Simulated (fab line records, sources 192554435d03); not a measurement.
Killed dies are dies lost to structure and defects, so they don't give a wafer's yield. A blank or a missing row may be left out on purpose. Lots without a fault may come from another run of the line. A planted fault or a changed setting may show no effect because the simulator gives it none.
Chamber matching | flow n5_finfet | N5_BEOL_M5_CURE_80 on uv_cure-01: 3 sister chambers
The step cures SiCOH lowk, time 120 s. 3 wafers are shown with their chamber, then 11 later ones without.

WAFERS WITH THEIR CHAMBER
wafer  | chamber | wafer_temp_C_max
L081.6 | 0       | 371.3
L085.6 | 1       | 372.3
L087.2 | 2       | 371.0

WAFERS WITHOUT THEIR CHAMBER
wafer  | wafer_temp_C_max
L087.3 | 371.6
L087.6 | 371.6
L090.3 | 372.5
L090.4 | 371.9
L090.6 | 372.3
L094.2 | 371.8
L094.3 | 371.6
L094.6 | 371.7
L096.1 | 371.7
L096.2 | 372.2
L096.5 | 371.7

WHICH CHAMBER EACH WENT THROUGH
wafer  | from the rows above          | in truth
L087.3 | can't be placed: 0 or 2 or 1 | 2
L087.6 | can't be placed: 0 or 2 or 1 | 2
L090.3 | 1                            | 1
L090.4 | can't be placed: 1 or 0 or 2 | 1
L090.6 | 1                            | 1
L094.2 | can't be placed: 0 or 1 or 2 | 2
L094.3 | can't be placed: 0 or 2 or 1 | 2
L094.6 | can't be placed: 0 or 1 or 2 | 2
L096.1 | can't be placed: 0 or 1 or 2 | 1
L096.2 | 1                            | 1
L096.5 | can't be placed: 0 or 1 or 2 | 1
Placed correctly: 3 of 11. Can't be placed from these rows: 8 (the true chamber is among the candidates in 8). Placed wrongly: 0.
How it was worked out, from the rows above alone: a wafer's distance from a chamber is the root of the sum, over the readings, of the square of ((its reading less the chamber's mean) divided by the reading's scatter). The wafer belongs to the nearest chamber; if the next one is less than 2 further off, it can't be placed. A chamber's mean is the mean of its shown wafers. The scatter: with one shown wafer a chamber, the root of the mean of the squares of how far each hidden wafer lies from its nearest shown one.
